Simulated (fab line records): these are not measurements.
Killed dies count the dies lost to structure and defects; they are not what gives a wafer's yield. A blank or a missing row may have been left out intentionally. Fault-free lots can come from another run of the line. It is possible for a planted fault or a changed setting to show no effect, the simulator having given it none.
One fault through the eyes of 2 desks ; flow n5 finfet ; every desk sees just its own numbers, and what lay behind them comes last

THE TOOL OWNER'S DESK: pecvd-01
The tool's own readings at N5_BEOL_M10_ILD_DEP_00 (deposits SiCOH lowk from DEMS/porogen, target thk 308.51 nm, time 58 s): means of the sampled wafers that have a number, for each lot that ran on this tool. If a lot's mean is further than 4 standard deviations from the usual mean, the lot is out of limits and carries the mark OUT (the distance appears in the brackets).
Columns: A = heater power w at N5_BEOL_M10_ILD_DEP_00, usual 317 W; B = showerhead plenum p Torr at N5_BEOL_M10_ILD_DEP_00, usual 5.740 Torr; C = throttle valve pct at N5_BEOL_M10_ILD_DEP_00, usual 14.2 %
lot;first seen here;A;B;C
L734;day 10 20:49;357;5.725;14.2
L741;day 12 03:16;332;5.736;14.3
L744;day 13 14:31;346;5.732;14.3
This desk's finding: nothing out of limits on any of the 3 lots.

METROLOGY DESK
Lot by lot, what the gauges showed, no matter which tool ran the lot: averages of those sampled wafers that carry a number. If a lot's mean is further than 4 standard deviations from the usual mean, the lot is out of limits and carries the mark OUT (the distance appears in the brackets). Of its 12 readings 7 are shown: the one that was out of limits first, and those that lie furthest out on some lot.
Columns: A = DIBL_N at N5_BEOL_M4_RC_MEAS_101, usual 35.9 mV/V; B = IOFF_P at N5_BEOL_M4_RC_MEAS_101, usual 0.21 nA/um; C = ION_N at N5_BEOL_M4_RC_MEAS_101, usual 672 uA/um; D = ION_P at N5_BEOL_M4_RC_MEAS_101, usual 462 uA/um; E = VT_N at N5_BEOL_M4_RC_MEAS_101, usual 250 mV; F = VT_P at N5_BEOL_M4_RC_MEAS_101, usual -250 mV; G = M10_ILD_THK at N5_BEOL_M10_THK_MEAS_01, usual 269 nm
lot;first seen here;A;B;C;D;E;F;G
L733;day 8 08:36;35.4;0.22;659;466;253;-249;267
L734;day 8 16:59;32.9;0.14;647;444;257;-258;264
L735;day 9 05:14;36.2;0.19;666;458;252;-251;269
L741;day 10 04:37;37.2;0.22;665;458;252;-250;271
L744;day 11 13:04;36.2;0.24;675;468;249;-247;245 (-6.2) OUT
L748;day 12 00:19;35.2;0.20;670;465;252;-250;267
L750;day 12 23:16;36.8;0.20;680;466;252;-253;273
L754;day 13 22:01;37.3;0.23;682;467;249;-248;270
L755;day 14 01:53;36.1;0.22;682;474;251;-248;272
This desk's finding: out of limits on L744; first on L744, day 13 15:06 (M10_ILD_THK at N5_BEOL_M10_THK_MEAS_01). Within limits: L733, L734, L735, L741, L748, L750, L754, L755.

PUT TOGETHER
Metrology desk: alarm possible at day 13 15:06 on L744.
The tool owner's desk saw nothing out of limits.
The tool owner's desk has L744 on record, within its limits.
The lots listed all ran N5_BEOL_M10_ILD_DEP_00 on pecvd-01.

WHAT WAS PUT IN BY THE SIMULATOR
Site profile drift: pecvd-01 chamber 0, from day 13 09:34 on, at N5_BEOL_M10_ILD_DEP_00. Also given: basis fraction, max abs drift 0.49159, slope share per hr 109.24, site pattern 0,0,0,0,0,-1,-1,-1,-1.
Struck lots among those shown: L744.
Delay in hours, fault start to first out-of-limits reading, per desk: metrology desk 6.
